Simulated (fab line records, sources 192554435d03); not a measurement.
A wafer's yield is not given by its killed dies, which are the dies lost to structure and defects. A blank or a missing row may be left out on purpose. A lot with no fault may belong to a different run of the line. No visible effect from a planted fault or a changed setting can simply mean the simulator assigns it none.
fab line records ; flow n5_finfet
[record] lots = 7; wafers = 39
route steps=1938 shown FIN_SAQP@116 FIN_CUT@173 DUMMY_GATE@228 SD_EPI_P@307
start_h: hours from the record's first day to the start of the lot's first wafer shown ; wait_h: hours elapsed since this lot's preceding step ; " identical to the entry in the row above ; L1.1+2: several wafers, shown together as one row ; - either no value or no given start ; * or withheld: withheld ; < > ~ a bound
route shown NAME@n: NAME is a module with steps in the file, n the number in the route of the first one ; usual: the fault-free wafers' mean and standard deviation ; same: alike in all rows ; chamber/n: place in a boat ; sites: readings site by site ; _std_site: their standard deviation ; _edge_site: the outer-site mean with the inner-site mean subtracted ; radius_mm: how far each site lies from the wafer's centre ; mask NAME#n: copy n ; behind: the most recent tool/chamber to have shaped the wafer ; hold: why the lot was held/for how many hours/how that ended ; device: whichever transistor did not switch (one of n, p or np) ; end of line: the tests these same wafers got at the end of their route ; where a step has no rows: the recipe by itself ; killed: dies lost to structure and defects at the first sort, not the wafer's yield ; map: shows each die of a wafer: x if killed, . if not, _ if none is there
set.NAME: the run value of the setting; set.NAME@STEP: its run value at that earlier step ; model.NAME: the simulator's own value behind a step, which no gauge read
lots run with intentionally changed settings; tables by step, rows by wafer
[[steps]]
[step N5_FIN_SAQP_ETCH_52]
[recipe] chemistry = N2/H2; target = SOC; target_depth_a = 1000; overetch_a = 200; mask_material = SiARC; temp_c = 40; time_s = 150; ion_energy_ev = 200; pressure_mtorr = 30; source_w = 840; bias_w = 150; n2_flow_sccm = 200; h2_flow_sccm = 200; ends = end_point
[usual] rf_vpp_V = 523.3/2.2
lot.wafer;tool;chamber;start_h;wait_h;set.source_w;rf_vpp_V
L075.1;rie_diel-05;1;28.46;0.0;840;521.6
L075.2;rie_diel-05;2;28.46;0.0;840;523.1
L075.3;rie_diel-05;3;28.46;0.0;840;520.7
L076.1;rie_diel-06;1;34.94;0.0;997.3;496.8
L076.2;rie_diel-06;2;34.94;0.0;840;520.8
L076.3;rie_diel-06;0;34.94;0.0;840;519.5
L076.4;rie_diel-06;2;34.94;0.0;997.3;493.4
L076.5;rie_diel-06;0;34.94;0.0;997.3;494.0
L076.6;rie_diel-06;1;34.94;0.0;840;525.8
L079.1;rie_diel-01;3;51.81;0.0;840;527.1
L079.2;rie_diel-01;2;51.81;0.0;840;524.0
L079.3;rie_diel-01;0;51.81;0.0;840;518.8
L079.4;rie_diel-01;0;51.81;0.0;840;519.3
L079.5;rie_diel-01;3;51.81;0.0;840;526.9
L079.6;rie_diel-01;2;51.81;0.0;840;523.1
L080.1;rie_diel-05;0;57.70;0.0;840;524.8
L080.2;rie_diel-05;3;57.70;0.0;840;520.2
L080.3;rie_diel-05;1;57.70;0.0;840;522.0
L080.4;rie_diel-05;2;57.70;0.0;840;523.7
L080.5;rie_diel-05;1;57.70;0.0;840;523.5
L080.6;rie_diel-05;0;57.70;0.0;840;526.7
L082.1;rie_diel-06;1;70.80;0.0;740.7;548.8
L082.2;rie_diel-06;0;70.80;0.0;840;522.3
L082.3;rie_diel-06;2;70.80;0.0;740.7;544.3
L082.4;rie_diel-06;3;70.80;0.0;840;521.9
L082.5;rie_diel-06;3;70.80;0.0;840;522.5
L082.6;rie_diel-06;2;70.80;0.0;740.7;545.0
L095.1;rie_diel-06;3;148.05;0.0;755.3;539.1
L095.2;rie_diel-06;0;148.05;0.0;840;522.9
L095.3;rie_diel-06;1;148.05;0.0;755.3;545.0
L095.4;rie_diel-06;2;148.05;0.0;755.3;540.6
L095.5;rie_diel-06;0;148.05;0.0;840;522.3
L095.6;rie_diel-06;3;148.05;0.0;840;521.0
L097.1;rie_diel-01;2;160.17;0.0;904;510.8
L097.2;rie_diel-01;3;160.17;0.0;840;525.4
L097.3;rie_diel-01;1;160.17;0.0;840;524.9
L097.4;rie_diel-01;2;160.17;0.0;904;510.7
L097.5;rie_diel-01;1;160.17;0.0;904;511.7
L097.6;rie_diel-01;3;160.17;0.0;840;524.1
[step N5_FIN_SAQP_SPACER2_ALD_28]
[recipe] material = SiO2; target_thk_a = 81; temp_c = 300; ald_precursor_family = BDEAS; ald_co_reactant = O2-plasma; pulse_time_s = 1; purge_time_s = 2; co_reactant_purge_time_s = 2; pressure_torr = 2
lot.wafer;tool;chamber;start_h;wait_h;set.target_thk_a;model.SiO2_of_FIN_SAQP_SPACER2_ALD_28.thk_nm
L075.1+2;ald_sin-03;3,2;31.88;0.1;81;8.2
L075.3;ald_sin-03;0;31.88;0.1;81;8
L076.1+2+5+6;ald_sin-03;1,2,0,3;38.04;0.1;81;8.2
L076.3+4;ald_sin-03;0,3;38.04;0.1;81;8
L079.1+2+5;ald_sin-03;2,0,0;55.07;0.3;77.93;7.8
L079.3;ald_sin-03;3;55.07;0.3;81;8.2
L079.4+6;ald_sin-03;1;55.07;0.3;81;8
L080.1+3+4+5+6;ald_sin-02;1,0,2,1,2;61.55;0.9;81;8
L080.2;ald_sin-02;3;61.55;0.9;81;8.2
L082.1;ald_sin-03;3;73.89;0.1;81;8.2
L082.2+3+6;ald_sin-03;2,1,1;73.89;0.1;88.5;8.8
L082.4+5;ald_sin-03;0,2;73.89;0.1;81;8
L095.1+2+5;ald_sin-01;0,2,1;151.82;0.3;81;8
L095.3+4+6;ald_sin-01;1,3,2;151.82;0.3;77.99;7.8
L097.1+2;ald_sin-01;3,2;163.44;0.3;81;8.2
L097.3+4+5+6;ald_sin-01;1,0,2,1;163.44;0.3;81;8
[step N5_FIN_SAQP_SPACER2_ETCHBACK_29]
[recipe] chemistry = CHF3/O2; mode = anisotropic_etchback; target = SiO2; target_depth_a = 122; time_s = 6.1; pressure_mtorr = 30; source_w = 650; bias_w = 170; Ar_flow_sccm = 200; CHF3_flow_sccm = 50; O2_flow_sccm = 5; ion_energy_ev = 200
[step N5_FIN_SAQP_MANDREL2_REMOVE_60]
[recipe] chemistry = HBr/Cl2/O2; bt_time_s = 10; target = a-Si; stop_on = SiNx; endpoint = OES-SiCl; over_etch_frac = 1; icp_w = 600; bias_w = 22; HBr_flow_sccm = 150; Cl2_flow_sccm = 80; O2_flow_sccm = 5; pressure_mtorr = 10
lot.wafer;tool;chamber;start_h;wait_h;set.target_thk_a@FIN_SAQP_SPACER2_ALD_28;model.FIN_SAQP.cd_nm
L075.1;rie_si-03;2;32.31;0.1;81;8.2
L075.2+3;rie_si-03;1,3;32.31;0.1;81;8
L076.1+3+4+6;rie_si-05;2,3,1,0;38.45;0.1;81;8
L076.2+5;rie_si-05;0,3;38.45;0.1;81;8.2
L079.1+2+5;rie_si-02;3,2,2;55.49;0.1;77.93;7.8
L079.3+4;rie_si-02;0,1;55.49;0.1;81;8.2
L079.6;rie_si-02;1;55.49;0.1;81;8
L080.1+2+3+5+6;rie_si-05;2,1,3,0,1;62.12;0.1;81;8
L080.4;rie_si-05;0;62.12;0.1;81;8.2
L082.1+5;rie_si-05;1;74.30;0.1;81;8
L082.2+3;rie_si-05;2,3;74.30;0.1;88.5;8.8
L082.4;rie_si-05;3;74.30;0.1;81;8.2
L082.6;rie_si-05;2;74.30;0.1;88.5;8.6
L095.1;rie_si-03;3;152.23;0.1;81;8
L095.2+5;rie_si-03;2,1;152.23;0.1;81;8.2
L095.3+6;rie_si-03;0;152.23;0.1;77.99;7.6
L095.4;rie_si-03;1;152.23;0.1;77.99;7.8
L097.1+2+4+5+6;rie_si-02;0,2,1,1,2;163.85;0.1;81;8.2
L097.3;rie_si-02;3;163.85;0.1;81;8
[step N5_FIN_CUT_CUT_ETCH_26]
[recipe] chemistry = CH3F/O2; target = SiNx; target_depth_a = 390; mask_material = SOC; time_s = 55.7; pressure_mtorr = 30; source_w = 395; bias_w = 73; Ar_flow_sccm = 150; CH3F_flow_sccm = 30; O2_flow_sccm = 20; ion_energy_ev = 120
lot.wafer;tool;chamber;start_h;wait_h;set.time_s;model.etch.depth_nm;model.SOC_of_FIN_CUT_COAT_18.thk_nm
L075.1;rie_diel-02;1;34.28;0.0;55.7;38.6;212.6
L075.2;rie_diel-02;0;34.28;0.0;55.7;37.83;212.6
L075.3;rie_diel-02;2;34.28;0.0;55.7;38.93;211.4
L076.1;rie_diel-02;3;40.04;0.0;63.72;44.31;208.2
L076.2;rie_diel-02;0;40.04;0.0;55.7;37.47;211.8
L076.3;rie_diel-02;1;40.04;0.0;63.72;43.53;208.8
L076.4;rie_diel-02;2;40.04;0.0;55.7;38.65;211.4
L076.5;rie_diel-02;1;40.04;0.0;63.72;43.56;208.8
L076.6;rie_diel-02;0;40.04;0.0;55.7;37.5;212
L079.1;rie_diel-03;0;57.04;0.0;48.09;33.18;213.6
L079.2;rie_diel-03;3;57.04;0.0;55.7;39.35;211.6
L079.3;rie_diel-03;1;57.04;0.0;48.09;33.19;214.2
L079.4;rie_diel-03;2;57.04;0.0;55.7;38.56;211.4
L079.5;rie_diel-03;1;57.04;0.0;48.09;33.13;214.8
L079.6;rie_diel-03;0;57.04;0.0;55.7;38.03;212.6
L080.1;rie_diel-03;0;64.29;0.0;62.47;43.38;209.6
L080.2;rie_diel-03;1;64.29;0.0;55.7;38.92;211.6
L080.3;rie_diel-03;3;64.29;0.0;62.47;44.44;209
L080.4;rie_diel-03;2;64.29;0.0;55.7;39.24;211.8
L080.5;rie_diel-03;3;64.29;0.0;55.7;39.7;211.4
L080.6;rie_diel-03;2;64.29;0.0;62.47;43.73;208.8
L082.1;rie_diel-04;0;76.40;0.0;55.7;39.06;211.4
L082.2;rie_diel-04;3;76.40;0.0;44.32;31.31;215.2
L082.3;rie_diel-04;1;76.40;0.0;44.32;31.55;214
L082.4;rie_diel-04;2;76.40;0.0;44.32;30.71;215.8
L082.5;rie_diel-04;3;76.40;0.0;55.7;39.58;210.4
L082.6;rie_diel-04;0;76.40;0.0;55.7;39.22;211.4
L095.1;rie_diel-04;0;153.92;0.0;44.85;30.97;215
L095.2;rie_diel-04;3;153.92;0.0;55.7;38.63;211.6
L095.3;rie_diel-04;1;153.92;0.0;44.85;31.56;214.8
L095.4;rie_diel-04;2;153.92;0.0;55.7;37.8;211.8
L095.5;rie_diel-04;2;153.92;0.0;44.85;30.61;216.2
L095.6;rie_diel-04;1;153.92;0.0;55.7;39.14;211.6
L097.1;rie_diel-03;3;165.58;0.0;55.7;39.42;211.2
L097.2;rie_diel-03;1;165.58;0.0;55.7;38.66;211.2
L097.3;rie_diel-03;2;165.58;0.0;55.7;38.81;211.4
L097.4;rie_diel-03;0;165.58;0.0;43.34;29.29;215
L097.5;rie_diel-03;2;165.58;0.0;43.34;30.15;215.2
L097.6;rie_diel-03;1;165.58;0.0;43.34;30;216
[step N5_FIN_CUT_CUT_ETCH_27]
[recipe] chemistry = CHF3/O2; target = SiO2; target_depth_a = 40; mask_material = SOC; overetch_a = 20; time_s = 4.9; pressure_mtorr = 30; source_w = 650; bias_w = 170; Ar_flow_sccm = 200; CHF3_flow_sccm = 50; O2_flow_sccm = 5; ion_energy_ev = 200
[step N5_FIN_CUT_PRECLEAN_35]
[recipe] time_s = 13.3; temp_c = 45; pressure_torr = 125; p_hf_torr = 3; p_coreactant_torr = 25; chemistry = vHF
[step N5_FIN_CUT_CUT_ETCH_15]
[recipe] chemistry = HBr/Cl2/O2; target = Si; target_depth_a = 1000; bt_time_s = 10; mask_material = SOC; time_s = 42.4; ion_energy_ev = *; bias_w = *; pressure_mtorr = 10; icp_w = 800; HBr_flow_sccm = 150; Cl2_flow_sccm = 80; O2_flow_sccm = 12
lot.wafer;tool;chamber;start_h;wait_h;set.time_s@FIN_CUT_CUT_ETCH_26;model.SOC_of_FIN_CUT_COAT_18.thk_nm
L075.1;rie_si-06;2;34.48;0.1;55.7;172.4
L075.2;rie_si-06;1;34.48;0.1;55.7;172
L075.3;rie_si-06;0;34.48;0.1;55.7;170.2
L076.1;rie_si-06;0;40.24;0.1;63.72;167.6
L076.2;rie_si-06;2;40.24;0.1;55.7;171.8
L076.3;rie_si-06;1;40.24;0.1;63.72;168.4
L076.4;rie_si-06;3;40.24;0.1;55.7;169.4
L076.5;rie_si-06;0;40.24;0.1;63.72;168
L076.6;rie_si-06;3;40.24;0.1;55.7;170.4
L079.1;rie_si-01;2;57.24;0.1;48.09;172.4
L079.2;rie_si-01;1;57.24;0.1;55.7;170.2
L079.3;rie_si-01;0;57.24;0.1;48.09;173.8
L079.4;rie_si-01;3;57.24;0.1;55.7;170.6
L079.5;rie_si-01;2;57.24;0.1;48.09;174
L079.6;rie_si-01;3;57.24;0.1;55.7;171.8
L080.1;rie_si-01;3;64.50;0.1;62.47;168.6
L080.2;rie_si-01;1;64.50;0.1;55.7;169.4
L080.3;rie_si-01;0;64.50;0.1;62.47;167.4
L080.4+5;rie_si-01;2,3;64.50;0.1;55.7;170.2
L080.6;rie_si-01;2;64.50;0.1;62.47;167.2
L082.1+6;rie_si-06;0,1;76.60;0.1;55.7;170.6
L082.2;rie_si-06;3;76.60;0.1;44.32;172.8
L082.3;rie_si-06;1;76.60;0.1;44.32;173
L082.4;rie_si-06;2;76.60;0.1;44.32;175.8
L082.5;rie_si-06;2;76.60;0.1;55.7;170.4
L095.1;rie_si-04;2;154.11;0.1;44.85;174.2
L095.2;rie_si-04;1;154.11;0.1;55.7;170.4
L095.3;rie_si-04;0;154.11;0.1;44.85;174.4
L095.4;rie_si-04;3;154.11;0.1;55.7;170.8
L095.5;rie_si-04;3;154.11;0.1;44.85;175
L095.6;rie_si-04;0;154.11;0.1;55.7;171.2
L097.1;rie_si-01;1;165.77;0.1;55.7;169.4
L097.2+3;rie_si-01;2,3;165.77;0.1;55.7;170.2
L097.4+5;rie_si-01;0;165.77;0.1;43.34;174.2
L097.6;rie_si-01;1;165.77;0.1;43.34;173.6
[step N5_DUMMY_GATE_EXPOSE_12]
[recipe] mask_id = GATE; na = 0.33; source_shape = annular; sigma_inner = 0.2; sigma_outer = 0.6; polarization = unpolarized; target_cd_nm = 25; dose_mj = 34
lot.wafer;tool;chamber;start_h;wait_h;mask;set.dose_mj
L075.1+2+3;euv_scanner-02;0;54.11;-;GATE#0;34
L076.1+3+6;euv_scanner-01;0;57.85;-;GATE#0;34
L076.2+4+5;euv_scanner-01;0;57.85;-;GATE#0;31.79
L079.1+2+3+4+5+6;euv_scanner-01;0;77.65;-;GATE#0;34
L080.1+2+6;euv_scanner-01;0;83.75;-;GATE#0;36.71
L080.3+4+5;euv_scanner-01;0;83.75;-;GATE#0;34
L082.1+2+3+4+5+6;euv_scanner-01;0;96.57;-;GATE#0;34
L095.1+2+3+4+5+6;euv_scanner-02;0;171.99;-;GATE#0;34
L097.1+2+4;euv_scanner-02;0;185.37;-;GATE#0;34.96
L097.3+5+6;euv_scanner-02;0;185.37;-;GATE#0;34
[step N5_DUMMY_GATE_PEB_13]
[recipe] peb_temp_c = 100; peb_time_s = 60; resist = CAR-EUV
[step N5_DUMMY_GATE_DEVELOP_14]
[recipe] develop_time_s = 30; developer = TMAH; resist = CAR-EUV; rinse_liquid = surfactant_rinse; dry = air_spin; dev_temp_c = 23
[step N5_DUMMY_GATE_CD_MEAS_15]
[recipe] target_cd_nm = 25.8; landing_energy_ev = 500; detector = se_inlens
[usual] cd_nm = 24.97/0.23
lot.wafer;tool;chamber;start_h;wait_h;set.dose_mj@DUMMY_GATE_EXPOSE_12;cd_nm
L075.1;cd_sem-02;0;54.24;-;34;25.23
L075.2;cd_sem-02;0;54.24;-;34;25.01
L075.3;cd_sem-02;0;54.24;-;34;24.83
L076.1;cd_sem-03;0;57.98;-;34;25.03
L076.2;cd_sem-03;0;57.98;-;31.79;26.01
L076.3;cd_sem-03;0;57.98;-;34;24.82
L076.4;cd_sem-03;0;57.98;-;31.79;26.15
L076.5;cd_sem-03;0;57.98;-;31.79;26.17
L076.6;cd_sem-03;0;57.98;-;34;25.10
L079.1;cd_sem-01;0;77.78;-;34;24.93
L079.2;cd_sem-01;0;77.78;-;34;24.62
L079.3;cd_sem-01;0;77.78;-;34;24.88
L079.4;cd_sem-01;0;77.78;-;34;25.40
L079.5;cd_sem-01;0;77.78;-;34;24.84
L079.6;cd_sem-01;0;77.78;-;34;25.15
L080.1;cd_sem-03;0;83.88;-;36.71;23.39
L080.2;cd_sem-03;0;83.88;-;36.71;23.47
L080.3;cd_sem-03;0;83.88;-;34;24.88
L080.4;cd_sem-03;0;83.88;-;34;24.97
L080.5;cd_sem-03;0;83.88;-;34;24.43
L080.6;cd_sem-03;0;83.88;-;36.71;23.22
L082.1;cd_sem-03;0;96.70;-;34;24.82
L082.2;cd_sem-03;0;96.70;-;34;25.29
L082.3;cd_sem-03;0;96.70;-;34;25.43
L082.4;cd_sem-03;0;96.70;-;34;25.01
L082.5;cd_sem-03;0;96.70;-;34;24.93
L082.6;cd_sem-03;0;96.70;-;34;25.01
L095.1;cd_sem-01;0;172.12;-;34;25.12
L095.2;cd_sem-01;0;172.12;-;34;25.04
L095.3;cd_sem-01;0;172.12;-;34;25.30
L095.4;cd_sem-01;0;172.12;-;34;25.12
L095.5;cd_sem-01;0;172.12;-;34;25.09
L095.6;cd_sem-01;0;172.12;-;34;24.78
L097.1;cd_sem-01;0;185.50;-;34.96;24.28
L097.2;cd_sem-01;0;185.50;-;34.96;24.12
L097.3;cd_sem-01;0;185.50;-;34;24.97
L097.4;cd_sem-01;0;185.50;-;34.96;24.86
L097.5;cd_sem-01;0;185.50;-;34;24.62
L097.6;cd_sem-01;0;185.50;-;34;25.01
[step N5_DUMMY_GATE_ETCH_37]
[recipe] chemistry = N2/H2; target = SOC; target_depth_a = 600; overetch_a = 300; temp_c = 40; ion_energy_ev = 200; pressure_mtorr = 30; source_w = 840; bias_w = 150; n2_flow_sccm = 200; h2_flow_sccm = 200
[usual] rf_vpp_V = 524.4/2.1
lot.wafer;tool;chamber;start_h;wait_h;set.source_w;rf_vpp_V
L075.1;rie_diel-02;3;54.51;0.0;840;523.8
L075.2;rie_diel-02;2;54.51;0.0;840;526.9
L075.3;rie_diel-02;0;54.51;0.0;840;527.2
L076.1;rie_diel-03;0;58.49;0.0;840;524.4
L076.2;rie_diel-03;2;58.49;0.0;840;524.5
L076.3;rie_diel-03;3;58.49;0.0;840;525.5
L076.4;rie_diel-03;1;58.49;0.0;840;528.0
L076.5;rie_diel-03;3;58.49;0.0;840;524.9
L076.6;rie_diel-03;0;58.49;0.0;840;524.3
L079.1;rie_diel-03;0;78.06;0.0;840;524.0
L079.2;rie_diel-03;3;78.06;0.0;840;523.8
L079.3;rie_diel-03;2;78.06;0.0;840;523.8
L079.4;rie_diel-03;1;78.06;0.0;840;526.6
L079.5;rie_diel-03;1;78.06;0.0;840;526.1
L079.6;rie_diel-03;2;78.06;0.0;840;524.0
L080.1;rie_diel-02;1;84.16;0.0;840;526.6
L080.2;rie_diel-02;2;84.16;0.0;973.7;501.6
L080.3;rie_diel-02;0;84.16;0.0;840;527.0
L080.4;rie_diel-02;3;84.16;0.0;840;521.1
L080.5;rie_diel-02;0;84.16;0.0;973.7;501.1
L080.6;rie_diel-02;3;84.16;0.0;973.7;496.9
L082.1;rie_diel-02;1;97.71;0.0;840;524.9
L082.2;rie_diel-02;3;97.71;0.0;992.8;494.3
L082.3;rie_diel-02;0;97.71;0.0;992.8;499.0
L082.4;rie_diel-02;2;97.71;0.0;840;525.4
L082.5;rie_diel-02;1;97.71;0.0;992.8;497.8
L082.6;rie_diel-02;2;97.71;0.0;840;525.4
L095.1;rie_diel-03;0;172.91;0.0;990.6;494.1
L095.2;rie_diel-03;2;172.91;0.0;990.6;494.4
L095.3;rie_diel-03;3;172.91;0.0;990.6;497.3
L095.4;rie_diel-03;1;172.91;0.0;840;525.9
L095.5;rie_diel-03;3;172.91;0.0;840;524.8
L095.6;rie_diel-03;0;172.91;0.0;840;522.5
L097.1;rie_diel-03;1;185.90;0.0;840;526.1
L097.2;rie_diel-03;2;185.90;0.0;784.3;535.1
L097.3;rie_diel-03;3;185.90;0.0;840;525.3
L097.4;rie_diel-03;0;185.90;0.0;784.3;534.0
L097.5;rie_diel-03;2;185.90;0.0;840;521.6
L097.6;rie_diel-03;3;185.90;0.0;784.3;536.0
[step N5_DUMMY_GATE_STRIP_38]
[recipe] chemistry = N2/H2; temp_c = 40; n2_flow_sccm = 200; h2_flow_sccm = 200; rf_frequency_hz = 6e+07
[step N5_DUMMY_GATE_STRIP_39]
[recipe] chemistry = N2/H2; temp_c = 40; n2_flow_sccm = 200; h2_flow_sccm = 200; rf_frequency_hz = 6e+07
[step N5_DUMMY_GATE_TRIM_49]
[recipe] chemistry = O2; resist = SOC; time_s = 29; target_cd_nm = 14; source_power_w = 300; bias_power_w = 0; O2_flow_sccm = 100; temp_c = 20
lot.wafer;tool;chamber;start_h;wait_h;set.dose_mj@DUMMY_GATE_EXPOSE_12;model.DUMMY_GATE.cd_nm
L075.1;rie_si-06;1;54.59;0.0;34;14
L075.2;rie_si-06;3;54.59;0.0;34;13.4
L075.3;rie_si-06;2;54.59;0.0;34;13.8
L076.1;rie_si-04;3;58.58;0.0;34;14
L076.2;rie_si-04;2;58.58;0.0;31.79;15.4
L076.3;rie_si-04;1;58.58;0.0;34;14.2
L076.4+5;rie_si-04;0,2;58.58;0.0;31.79;15.8
L076.6;rie_si-04;1;58.58;0.0;34;13.8
L079.1;rie_si-04;1;78.15;0.0;34;14
L079.2;rie_si-04;3;78.15;0.0;34;14.4
L079.3+5;rie_si-04;0;78.15;0.0;34;14.6
L079.4+6;rie_si-04;2,1;78.15;0.0;34;13.8
L080.1;rie_si-06;3;84.24;0.0;36.71;12.2
L080.2+6;rie_si-06;2,0;84.24;0.0;36.71;11.8
L080.3+4;rie_si-06;0,1;84.24;0.0;34;13.6
L080.5;rie_si-06;1;84.24;0.0;34;13.2
L082.1;rie_si-01;1;97.79;0.0;34;14.2
L082.2+3;rie_si-01;2,0;97.79;0.0;34;13.4
L082.4+5;rie_si-01;3,2;97.79;0.0;34;14
L082.6;rie_si-01;1;97.79;0.0;34;13.8
L095.1+2;rie_si-06;0,1;172.99;0.0;34;13.4
L095.3+4;rie_si-06;3,2;172.99;0.0;34;13.6
L095.5;rie_si-06;1;172.99;0.0;34;14.2
L095.6;rie_si-06;2;172.99;0.0;34;14
L097.1;rie_si-06;2;185.99;0.0;34.96;13.2
L097.2;rie_si-06;3;185.99;0.0;34.96;12.8
L097.3+6;rie_si-06;1,2;185.99;0.0;34;14
L097.4;rie_si-06;3;185.99;0.0;34.96;13.4
L097.5;rie_si-06;1;185.99;0.0;34;13.4
[step N5_DUMMY_GATE_STRIP_40]
[recipe] chemistry = CF4; resist = SiARC; power_w = 300; bias_power_w = 75; pressure_mtorr = 50; cf4_flow_sccm = 150; rf_frequency_hz = 6e+07
[step N5_DUMMY_GATE_ETCH_32]
[recipe] chemistry = CF4; target = SiO2; target_depth_a = 35; time_s = 3.9; ion_energy_ev = 350; pressure_mtorr = 10; icp_w = 800; bias_w = 400; cf4_flow_sccm = 80
[step N5_DUMMY_GATE_ETCH_23]
[recipe] chemistry = HBr/Cl2/O2; HBr_flow_sccm = 150; Cl2_flow_sccm = 80; O2_flow_sccm = 12; bias_w = 102; target_depth_a = 410; time_s = 22.3; target = poly-Si; mask_material = SiO2; pressure_mtorr = 10; icp_w = 800
[step N5_DUMMY_GATE_ETCH_44]
[recipe] chemistry = HBr/O2; over_etch_frac = 0.7; target_depth_a = 1275; stop_on = SiO2; ion_energy_ev = 60; bias_w = 20; target = poly-Si; mask_material = SiO2; pressure_mtorr = 20; icp_w = 400; HBr_flow_sccm = 120; O2_flow_sccm = 10
lot.wafer;tool;chamber;start_h;wait_h;set.dose_mj@DUMMY_GATE_EXPOSE_12;model.DUMMY_GATE.cd_nm
L075.1;rie_si-01;3;55.13;0.0;34;14.6
L075.2;rie_si-01;2;55.13;0.0;34;14.2
L075.3;rie_si-01;1;55.13;0.0;34;14.8
L076.1+6;rie_si-06;0,3;59.13;0.0;34;14.8
L076.2;rie_si-06;1;59.13;0.0;31.79;16.4
L076.3;rie_si-06;2;59.13;0.0;34;15.2
L076.4;rie_si-06;3;59.13;0.0;31.79;16.8
L076.5;rie_si-06;0;59.13;0.0;31.79;16.6
L079.1;rie_si-06;3;78.68;0.0;34;15.4
L079.2;rie_si-06;0;78.68;0.0;34;15.6
L079.3+5;rie_si-06;2,3;78.68;0.0;34;16
L079.4+6;rie_si-06;1,2;78.68;0.0;34;15
L080.1;rie_si-01;3;84.87;0.0;36.71;13.2
L080.2;rie_si-01;2;84.87;0.0;36.71;13
L080.3+4;rie_si-01;0,1;84.87;0.0;34;14.8
L080.5;rie_si-01;1;84.87;0.0;34;14.4
L080.6;rie_si-01;2;84.87;0.0;36.71;12.6
L082.1+4;rie_si-04;3,0;98.51;0.0;34;15.2
L082.2+3;rie_si-04;2,1;98.51;0.0;34;14.6
L082.5;rie_si-04;2;98.51;0.0;34;15.4
L082.6;rie_si-04;1;98.51;0.0;34;15
L095.1;rie_si-01;2;173.63;0.0;34;14.6
L095.2+3+4;rie_si-01;1,3,0;173.63;0.0;34;14.4
L095.5;rie_si-01;2;173.63;0.0;34;15.2
L095.6;rie_si-01;1;173.63;0.0;34;15
L097.1;rie_si-04;3;186.52;0.0;34.96;14
L097.2;rie_si-04;0;186.52;0.0;34.96;13.8
L097.3+6;rie_si-04;2,3;186.52;0.0;34;15
L097.4;rie_si-04;1;186.52;0.0;34.96;14.4
L097.5;rie_si-04;2;186.52;0.0;34;14.4
[step N5_SD_EPI_P_ETCH_36]
[recipe] chemistry = CF4; target = SiARC; target_depth_a = 455; mask_material = CAR-ArF-block; time_s = 75.8; ion_energy_ev = 80; pressure_mtorr = 40; source_w = 545; bias_w = 36; Ar_flow_sccm = 100; cf4_flow_sccm = 100; ends = cleared
[usual] rf_vpp_V = 184.3/1.2
lot.wafer;tool;chamber;start_h;wait_h;set.bias_w;rf_vpp_V
L075.1;rie_diel-03;1;62.23;0.0;36;185.7
L075.2;rie_diel-03;2;62.23;0.0;36;184.8
L075.3;rie_diel-03;0;62.23;0.0;36;184.7
L076.1;rie_diel-04;2;66.72;0.0;41.27;200.9
L076.2;rie_diel-04;1;66.72;0.0;41.27;201.4
L076.3;rie_diel-04;3;66.72;0.0;36;184.2
L076.4;rie_diel-04;0;66.72;0.0;36;180.5
L076.5;rie_diel-04;2;66.72;0.0;41.27;201.6
L076.6;rie_diel-04;3;66.72;0.0;36;183.1
L079.1;rie_diel-02;3;84.80;0.0;42.58;203.6
L079.2;rie_diel-02;0;84.80;0.0;36;183.6
L079.3;rie_diel-02;2;84.80;0.0;36;184.1
L079.4;rie_diel-02;1;84.80;0.0;36;183.8
L079.5;rie_diel-02;2;84.80;0.0;42.58;205.5
L079.6;rie_diel-02;1;84.80;0.0;42.58;207.0
L080.1;rie_diel-02;1;91.54;0.0;36;186.8
L080.2;rie_diel-02;0;91.54;0.0;30.37;165.9
L080.3;rie_diel-02;2;91.54;0.0;36;184.6
L080.4;rie_diel-02;3;91.54;0.0;30.37;163.9
L080.5;rie_diel-02;0;91.54;0.0;36;186.3
L080.6;rie_diel-02;1;91.54;0.0;30.37;166.1
L082.1;rie_diel-02;0;106.34;0.0;31.95;172.0
L082.2;rie_diel-02;2;106.34;0.0;31.95;171.5
L082.3;rie_diel-02;3;106.34;0.0;36;182.5
L082.4;rie_diel-02;1;106.34;0.0;36;185.2
L082.5;rie_diel-02;3;106.34;0.0;36;184.3
L082.6;rie_diel-02;0;106.34;0.0;31.95;171.2
L095.1;rie_diel-02;1;179.60;0.0;36;182.6
L095.2;rie_diel-02;2;179.60;0.0;33.42;176.6
L095.3;rie_diel-02;3;179.60;0.0;36;184.3
L095.4;rie_diel-02;0;179.60;0.0;33.42;175.2
L095.5;rie_diel-02;1;179.60;0.0;33.42;176.3
L095.6;rie_diel-02;2;179.60;0.0;36;186.9
L097.1;rie_diel-02;2;192.41;0.0;36;183.2
L097.2;rie_diel-02;1;192.41;0.0;30.92;166.1
L097.3;rie_diel-02;3;192.41;0.0;36;183.1
L097.4;rie_diel-02;0;192.41;0.0;30.92;169.2
L097.5;rie_diel-02;1;192.41;0.0;30.92;167.5
L097.6;rie_diel-02;0;192.41;0.0;36;186.2
[[key]]
[split] step = N5_FIN_SAQP_ETCH_52; setting = source_w; stated = 840; by = wafer
[response] step = N5_FIN_SAQP_ETCH_52; reading = rf_vpp_V; change = -1.68; per = 1%; r = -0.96
[split] step = N5_FIN_SAQP_SPACER2_ALD_28; setting = target_thk_a; stated = 81; by = wafer
[response] step = N5_FIN_SAQP_SPACER2_ALD_28; reading = model.SiO2_of_FIN_SAQP_SPACER2_ALD_28.thk_nm; change = +0.075; per = 1%; r = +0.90
[response] step = N5_FIN_SAQP_MANDREL2_REMOVE_60; reading = model.FIN_SAQP.cd_nm; change = +0.0805; per = 1%; r = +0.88
[split] step = N5_FIN_CUT_CUT_ETCH_26; setting = time_s; stated = 55.7; by = wafer
[response] step = N5_FIN_CUT_CUT_ETCH_26; reading = model.etch.depth_nm; change = +0.398; per = 1%; r = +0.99
[response] step = N5_FIN_CUT_CUT_ETCH_26; reading = model.SOC_of_FIN_CUT_COAT_18.thk_nm; change = -0.191; per = 1%; r = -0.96
[response] step = N5_FIN_CUT_CUT_ETCH_15; reading = model.SOC_of_FIN_CUT_COAT_18.thk_nm; change = -0.18; per = 1%; r = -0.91
[split] step = N5_DUMMY_GATE_EXPOSE_12; setting = dose_mj; stated = 34; by = wafer
[response] step = N5_DUMMY_GATE_CD_MEAS_15; reading = cd_nm; change = -0.174; per = 1%; r = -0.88
[response] step = N5_DUMMY_GATE_TRIM_49; reading = model.DUMMY_GATE.cd_nm; change = -0.219; per = 1%; r = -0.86
[response] step = N5_DUMMY_GATE_ETCH_44; reading = model.DUMMY_GATE.cd_nm; change = -0.235; per = 1%; r = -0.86
[split] step = N5_DUMMY_GATE_ETCH_37; setting = source_w; stated = 840; by = wafer
[response] step = N5_DUMMY_GATE_ETCH_37; reading = rf_vpp_V; change = -1.58; per = 1%; r = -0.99
[split] step = N5_SD_EPI_P_ETCH_36; setting = bias_w; stated = 36; by = wafer
[response] step = N5_SD_EPI_P_ETCH_36; reading = rf_vpp_V; change = +1.22; per = 1%; r = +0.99
